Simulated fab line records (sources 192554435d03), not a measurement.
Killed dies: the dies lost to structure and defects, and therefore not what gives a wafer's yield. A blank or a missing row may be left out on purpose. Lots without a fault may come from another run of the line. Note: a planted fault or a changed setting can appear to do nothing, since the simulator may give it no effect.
Matching of chambers || flow n5Finfet || rieDiel-03 running N5_BEOL_M12_ETCH_59: 4 sister chambers
The step etches BARC in N2/H2, target depth 89 nm, overetch 26.7 nm, time 67.9 s. 4 wafers are shown with their chamber, then 8 later ones without.

WAFERS WITH THEIR CHAMBER
{"wafer": "L082.6", "chamber": 1, "showerheadPlenumPTorr (Torr)": 2.43}
{"wafer": "L080.4", "chamber": 2, "showerheadPlenumPTorr (Torr)": 2.42}
{"wafer": "L080.6", "chamber": 3, "showerheadPlenumPTorr (Torr)": 2.49}
{"wafer": "L084.1", "chamber": 0, "showerheadPlenumPTorr (Torr)": 2.50}

WAFERS MISSING THEIR CHAMBER
{"wafer": "L084.2", "showerheadPlenumPTorr (Torr)": 2.42}
{"wafer": "L084.5", "showerheadPlenumPTorr (Torr)": 2.43}
{"wafer": "L087.3", "showerheadPlenumPTorr (Torr)": 2.42}
{"wafer": "L087.4", "showerheadPlenumPTorr (Torr)": 2.49}
{"wafer": "L087.6", "showerheadPlenumPTorr (Torr)": 2.48}
{"wafer": "L089.1", "showerheadPlenumPTorr (Torr)": 2.49}
{"wafer": "L089.4", "showerheadPlenumPTorr (Torr)": 2.48}
{"wafer": "L089.6", "showerheadPlenumPTorr (Torr)": 2.42}

EACH ONE'S CHAMBER
{"wafer": "L084.2", "from the rows above": 2, "in truth": 2}
{"wafer": "L084.5", "from the rows above": 1, "in truth": 1}
{"wafer": "L087.3", "from the rows above": 2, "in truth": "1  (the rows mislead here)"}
{"wafer": "L087.4", "from the rows above": "can't be placed: 3 or 0", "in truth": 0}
{"wafer": "L087.6", "from the rows above": "can't be placed: 3 or 0", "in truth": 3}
{"wafer": "L089.1", "from the rows above": "can't be placed: 3 or 0", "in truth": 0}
{"wafer": "L089.4", "from the rows above": "can't be placed: 3 or 0", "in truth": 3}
{"wafer": "L089.6", "from the rows above": 2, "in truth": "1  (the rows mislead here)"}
Correct placement for 2 of the 8. These rows do not allow placing 4 (true chamber among the candidates in 4). Wrongly placed: 2.
How it was worked out, from the rows above alone: a wafer's distance from a chamber is the root of the sum, over the readings, of the square of ((its reading less the chamber's mean) divided by the reading's scatter). The wafer belongs to the nearest chamber; if the next one is less than 2 further off, it can't be placed. For every chamber, the mean is computed from those of its wafers that are shown. The scatter: with one shown wafer a chamber, the root of the mean of the squares of how far each hidden wafer lies from its nearest shown one.
